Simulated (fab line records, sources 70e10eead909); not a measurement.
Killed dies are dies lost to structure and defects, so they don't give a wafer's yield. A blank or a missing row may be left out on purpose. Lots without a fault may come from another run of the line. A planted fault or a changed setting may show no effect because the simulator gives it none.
A struck lot beside a sound one | flow nand_harc | 15 steps out of a route of 1302
Sound: wafers L273.3, L273.5, L273.6. Struck: wafers L282.2, L282.5. (L282.1 of the same lot was not struck and is left out.) The cause comes at the end.
At each step with rows: each side's tool, then ch and its chambers, then its first start. Under that, the readings that differ: sound wafers | struck wafers | difference of the means | sigmas: that difference in standard deviations of wafers without a fault.
alike: readings whose means differ by less than 2 such deviations, and words and numbers that are the same on both sides. not compared: withheld readings, readings that some wafer has no value for, bounds like >300 that may hide the same value, and numbers for which the record gives no deviation and whose values overlap.
The two part at a step that has a row with sigmas, a row that says differs or no value, or rows on one side only. Numbers that don't overlap but have no deviation are shown without sigmas and don't part them. A reading that every wafer of one side lacks parts them only if that side has two wafers or more.

first, 8 steps without rows for these wafers: NHARC_P_M1_HMDS_02 (time 30 s); NHARC_P_M1_COAT_34 (time 65 s); NHARC_P_M1_COAT_03 (resist thk 90 nm); NHARC_P_M1_SOFTBAKE_04 (time 55 s); NHARC_P_M1_EBR_05; NHARC_P_M1_EXPOSE_06 (exposes mask P M1, target cd 130 nm); NHARC_P_M1_PEB_07 (peb time 65 s); NHARC_P_M1_DEVELOP_08 (develop time 35 s).
NHARC_P_M1_CD_MEAS_09: target cd 130 nm.
  sound on cd_sem-01 ch 0, day 8 17:53; struck on cd_sem-03 ch 0, day 12 07:28
  reading    | sound             | struck      | difference | sigmas
  cd_nm (nm) | 129.0 129.7 128.7 | 130.5 130.3 | +1.3       | +2
NHARC_P_M1_OVL_MEAS_10: pitch 260 nm.
  sound on overlay-02, day 8 17:58; struck on overlay-01, day 12 07:34
  reading           | sound          | struck  | difference | sigmas
  overlay_y_nm (nm) | -0.6 -1.0 -1.4 | 0.9 1.2 | +2.0       | +3
  alike: overlay_x_nm
NHARC_P_M1_INSPECT_11:
  sound on defect_inspect-02, day 8 18:00; struck on defect_inspect-01, day 12 07:35
  alike: raw_defect_count
NHARC_P_M1_DESCUM_14: chemistry O2, time 3 s.
  sound on rie_diel-10 ch 0,1,3, day 8 18:05; struck on rie_diel-10 ch 2, day 12 07:40
  alike: chamber_pressure_mTorr, drypump_motor_current_A, o2_flow_sccm, oes_product_au, rf_vpp_V, showerhead_plenum_p_Torr, throttle_valve_pct
  not compared: rf_hours_counter_h
NHARC_P_M1_ETCH_35: etches the open film in N2/H2, target depth 40 nm, overetch 12 nm, time 43.94 s.
  sound on rie_diel-10 ch 2,3, day 8 18:09; struck on rie_diel-10 ch 2,3, day 12 07:44
  reading               | sound             | struck      | difference | sigmas
  oes_product_au (a.u.) | 1.005 0.988 0.995 | 0.855 0.833 | -0.152     | -16
  alike: chamber_pressure_mTorr, drypump_motor_current_A, rf_vpp_V, showerhead_plenum_p_Torr, throttle_valve_pct
  not compared: rf_hours_counter_h
NHARC_P_M1_ETCH_15: etches the open film in C4F8/Ar, target depth 182.5 nm, time 91.2 s.
  sound on rie_diel-10 ch 1,2; struck on rie_diel-10 ch 0
  reading               | sound             | struck      | difference | sigmas
  oes_product_au (a.u.) | 0.930 0.916 0.929 | 0.975 0.981 | +0.053     | +3
  alike: chamber_pressure_mTorr, rf_vpp_V
  not compared: rf_hours_counter_h
then, 1 step without rows for these wafers: NHARC_END_SORT_01.

WHERE THEY PART
First at NHARC_P_M1_CD_MEAS_09; last, within this record, at NHARC_P_M1_ETCH_15.

WHY: what the simulator had put in
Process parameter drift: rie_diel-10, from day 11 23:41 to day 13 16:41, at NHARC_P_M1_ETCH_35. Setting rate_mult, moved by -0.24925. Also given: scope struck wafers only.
